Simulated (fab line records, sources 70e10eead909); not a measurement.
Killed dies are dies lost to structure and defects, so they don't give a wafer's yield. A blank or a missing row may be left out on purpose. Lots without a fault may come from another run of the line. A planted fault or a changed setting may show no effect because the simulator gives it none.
Which tool did it? | flow nand_harc | 12 lots, 36 wafers sampled, at 3 steps of a route of 1302

WHAT THE GAUGES READ, wafer by wafer
NHARC_A_SGD_CUT_INSPECT_25.
lot  | measured     | on                | raw_defect_count
L074 | day 19 16:46 | defect_inspect-02 | 284 274 342
L077 | day 20 23:00 | defect_inspect-02 | 227 258 427
L080 | day 21 21:41 | defect_inspect-02 | 241 315 338
L081 | day 22 11:54 | defect_inspect-01 | 373 463 296
L083 | day 22 11:53 | defect_inspect-02 | 389 324 375
L084 | day 23 14:26 | defect_inspect-02 | 372 473 359
L087 | day 24 09:56 | defect_inspect-01 | 404 487 365
L089 | day 25 11:10 | defect_inspect-01 | 685 331 378
L091 | day 26 16:52 | defect_inspect-02 | 294 370 398
L092 | day 27 14:10 | defect_inspect-01 | 341 375 302
L094 | day 28 03:22 | defect_inspect-01 | 466 334 411
L097 | day 29 04:51 | defect_inspect-02 | 350 258 379

WHICH TOOL RAN EACH LOT (tool, then ch and the chambers of the sampled wafers, then the start)
lot  | NHARC_A_STAIRCASE_ALD_415        | NHARC_A_STAIRCASE_STRIP_476
L074 | ald_hk-04 ch 0,2,3, day 17 11:31 | rie_diel-03 ch 0,2,3, day 17 13:28
L077 | ald_hk-04 ch 0,1, day 18 15:34   | rie_diel-02 ch 0,1, day 18 17:31
L080 | ald_hk-02 ch 0,2, day 19 15:44   | rie_diel-03 ch 0,2,3, day 19 19:28
L081 | ald_hk-02 ch 1,2, day 20 06:58   | rie_diel-13 ch 1,3, day 20 09:22
L083 | ald_hk-04 ch 0,3, day 20 13:20   | rie_diel-13 ch 1,2,3, day 20 15:33
L084 | ald_hk-04 ch 0,1,2, day 21 07:43 | rie_diel-02 ch 0,2,3, day 21 09:53
L087 | ald_hk-04 ch 1,2,3, day 22 07:50 | rie_diel-02 ch 1,3, day 22 09:33
L089 | ald_hk-04 ch 0,1, day 23 05:09   | rie_diel-03 ch 0,1,2, day 23 07:08
L091 | ald_hk-02 ch 2,3, day 24 11:06   | rie_diel-13 ch 0,2,3, day 24 13:16
L092 | ald_hk-04 ch 0,2,3, day 25 01:27 | rie_diel-03 ch 0,1,2, day 25 03:41
L094 | ald_hk-02 ch 0,2,3, day 25 17:21 | rie_diel-03 ch 0,1,3, day 25 19:31
L097 | ald_hk-02 ch 0,1,2, day 26 20:33 | rie_diel-02 ch 1,2,3, day 26 22:43
- NHARC_A_STAIRCASE_ALD_415: deposits SiO2, target thk 30 nm, pulse time 6 s, ald cycles 300.
- NHARC_A_STAIRCASE_STRIP_476: strips in O2, time 20 s.

THE ANSWER, worked out from the rows above alone
Rule: what is usual is taken from the lots themselves. Put in order of their means at a reading, lots are off if they are a third of the lots or fewer, leave a main group of 4 or more, and stand apart from it by a gap of 3 or more times the standard deviation of the main group's means; of several such gaps the widest counts. A main group whose means are all the same, to the digits that the tables above print for the reading, isn't used. A lot without any number at a reading at which 4 lots or more have one is off too. The other lots that the step has rows for count as sound.
No lot is off at any reading shown: from this, nothing can be told.

WHAT THE SIMULATOR HAD PUT IN
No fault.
